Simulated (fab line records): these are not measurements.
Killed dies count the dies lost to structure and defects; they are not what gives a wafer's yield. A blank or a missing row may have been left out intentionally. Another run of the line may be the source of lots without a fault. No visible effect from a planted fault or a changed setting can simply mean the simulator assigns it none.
Chamber matching ; flow n5_finfet ; rie_diel-05 running N5_BEOL_M7_ETCH_65: 4 sister chambers
The step etches SiARC in CF4, target depth 15.6 nm, time 26 s. 8 wafers are shown with their chamber, then 10 later ones without.

## WAFERS WITH THEIR CHAMBER
wafer;chamber;drypump_motor_current_A (A);throttle_valve_pct (%)
L079.6;2;6.2;15.57
L081.3;2;6.2;15.58
L084.1;0;5.8;15.55
L084.2;3;6.3;15.94
L085.3;3;6.4;15.95
L085.6;0;5.8;15.58
L089.2;1;5.3;15.38
L089.4;1;5.3;15.37

## WAFERS WITHOUT THEIR CHAMBER
wafer;drypump_motor_current_A (A);throttle_valve_pct (%)
L089.5;6.3;15.98
L090.1;5.3;15.37
L090.4;6.2;15.64
L090.5;6.4;15.99
L092.1;5.3;15.39
L092.2;6.2;15.64
L092.5;6.3;15.98
L091.1;5.8;15.11
L091.4;5.4;15.37
L091.6;6.2;15.64

## WHICH CHAMBER EACH ONE RAN IN
wafer;from the rows above;in truth
L089.5;3;3
L090.1;1;1
L090.4;2;2
L090.5;3;3
L092.1;1;1
L092.2;2;2
L092.5;3;3
L091.1;1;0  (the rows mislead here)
L091.4;1;1
L091.6;2;2
Placed correctly: 9 of 10. Not placeable from these rows: 0. Number placed wrongly: 1.
How it was worked out, from the rows above alone: a wafer's distance from a chamber is the root of the sum, over the readings, of the square of ((its reading less the chamber's mean) divided by the reading's scatter). The wafer belongs to the nearest chamber; if the next one is less than 2 further off, it can't be placed. The mean given for a chamber averages the wafers shown for that chamber. How the scatter is found: for the shown wafers, subtract from each reading the mean of its chamber, square and add these, divide the total by (wafers less chambers), then take the root.
